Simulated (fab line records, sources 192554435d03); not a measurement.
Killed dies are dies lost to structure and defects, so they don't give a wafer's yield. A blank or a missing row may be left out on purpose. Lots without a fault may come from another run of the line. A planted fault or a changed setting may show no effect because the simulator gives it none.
Chamber matching | flow n5_finfet | N5_BEOL_M5_DESCUM_16 on rie_diel-01: 4 sister chambers
The step chemistry O2, time 7 s. 14 wafers are shown with their chamber, then 7 later ones without.

WAFERS WITH THEIR CHAMBER
wafer  | chamber | showerhead_plenum_p_Torr (Torr) | drypump_motor_current_A (A) | throttle_valve_pct (%)
L078.1 | 1       | 2.10                            | 5.6                         | 20.36
L078.4 | 0       | 2.22                            | 5.8                         | 20.56
L078.5 | 1       | 2.10                            | 5.7                         | 20.36
L080.3 | 1       | 2.10                            | 5.6                         | 20.37
L080.4 | 3       | 2.13                            | 5.5                         | 20.37
L080.5 | 2       | 2.03                            | 4.9                         | 20.17
L085.3 | 0       | 2.22                            | 5.8                         | 20.57
L085.5 | 2       | 2.02                            | 4.9                         | 20.17
L085.6 | 3       | 2.13                            | 5.5                         | 20.37
L084.1 | 0       | 2.22                            | 5.8                         | 20.58
L084.2 | 3       | 2.13                            | 5.5                         | 20.36
L084.6 | 3       | 2.13                            | 5.5                         | 20.38
L091.1 | 2       | 2.02                            | 4.9                         | 20.18
L091.2 | 1       | 2.09                            | 5.7                         | 20.40

SIGNATURES (means of the wafers above)
reading                  | chamber 0 | chamber 1 | chamber 2 | chamber 3 | scatter within a chamber
showerhead_plenum_p_Torr | 2.2200    | 2.0975    | 2.0233    | 2.1300    | 0.00376
drypump_motor_current_A  | 5.800     | 5.650     | 4.900     | 5.500     | 0.0316
throttle_valve_pct       | 20.5700   | 20.3725   | 20.1733   | 20.3700   | 0.0124
Rule: a wafer's distance from a chamber is the root of the sum, over the readings, of the square of ((its reading less the chamber's mean) divided by the reading's scatter). The wafer belongs to the nearest chamber; if the next one is less than 2 further off, it can't be placed. The scatter: the root of (the sum of the squares of (reading less its chamber's mean) over the shown wafers, divided by (wafers less chambers)).

WAFERS WITHOUT THEIR CHAMBER
wafer  | showerhead_plenum_p_Torr (Torr) | drypump_motor_current_A (A) | throttle_valve_pct (%)
L091.3 | 2.13                            | 5.5                         | 20.40
L092.2 | 2.21                            | 5.8                         | 20.60
L092.4 | 2.02                            | 4.9                         | 20.20
L092.5 | 2.21                            | 5.8                         | 20.61
L094.1 | 2.09                            | 5.7                         | 20.40
L094.3 | 2.21                            | 5.8                         | 20.61
L094.4 | 2.12                            | 5.5                         | 20.39

WHICH CHAMBER EACH WENT THROUGH
wafer  | from the rows above | in truth
L091.3 | 3                   | 3
L092.2 | 0                   | 0
L092.4 | 2                   | 2
L092.5 | 0                   | 0
L094.1 | 1                   | 1
L094.3 | 0                   | 0
L094.4 | 3                   | 3
Placed correctly: 7 of 7. Can't be placed from these rows: 0. Placed wrongly: 0.
